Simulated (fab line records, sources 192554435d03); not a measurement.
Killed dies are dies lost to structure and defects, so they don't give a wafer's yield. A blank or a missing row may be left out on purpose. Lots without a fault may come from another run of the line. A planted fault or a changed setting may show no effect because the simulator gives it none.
Chamber matching | flow n5_finfet | N5_BEOL_M1_ALD_84 on ald_metal-01: 4 sister chambers
The step deposits TaN, pulse time 2 s, purge time 3 s, co reactant purge time 2 s. 8 wafers are shown with their chamber, then 9 later ones without.

WAFERS WITH THEIR CHAMBER
wafer  | chamber | heater_power_w (W) | chamber_pressure_Torr (Torr)
L077.6 | 0       | 404                | 2.989
L079.2 | 3       | 485                | 2.991
L079.4 | 1       | 384                | 3.005
L084.4 | 0       | 409                | 2.993
L084.5 | 1       | 404                | 2.996
L086.2 | 2       | 436                | 2.990
L086.5 | 2       | 441                | 2.987
L086.6 | 3       | 496                | 2.996

WAFERS WITHOUT THEIR CHAMBER
wafer  | heater_power_w (W) | chamber_pressure_Torr (Torr)
L092.3 | 384                | 2.998
L092.4 | 453                | 2.986
L092.5 | 407                | 2.997
L093.2 | 438                | 2.998
L093.4 | 483                | 3.002
L093.5 | 392                | 2.995
L095.1 | 456                | 2.994
L095.4 | 407                | 2.990
L095.5 | 389                | 2.992

WHICH CHAMBER EACH WENT THROUGH
wafer  | from the rows above     | in truth
L092.3 | can't be placed: 1 or 0 | 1
L092.4 | 2                       | 2
L092.5 | can't be placed: 0 or 1 | 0
L093.2 | can't be placed: 2 or 0 | 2
L093.4 | 3                       | 3
L093.5 | can't be placed: 1 or 0 | 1
L095.1 | can't be placed: 2 or 3 | 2
L095.4 | 0                       | 0
L095.5 | can't be placed: 0 or 1 | 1
Placed correctly: 3 of 9. Can't be placed from these rows: 6 (the true chamber is among the candidates in 6). Placed wrongly: 0.
How it was worked out, from the rows above alone: a wafer's distance from a chamber is the root of the sum, over the readings, of the square of ((its reading less the chamber's mean) divided by the reading's scatter). The wafer belongs to the nearest chamber; if the next one is less than 2 further off, it can't be placed. A chamber's mean is the mean of its shown wafers. The scatter: the root of (the sum of the squares of (reading less its chamber's mean) over the shown wafers, divided by (wafers less chambers)).
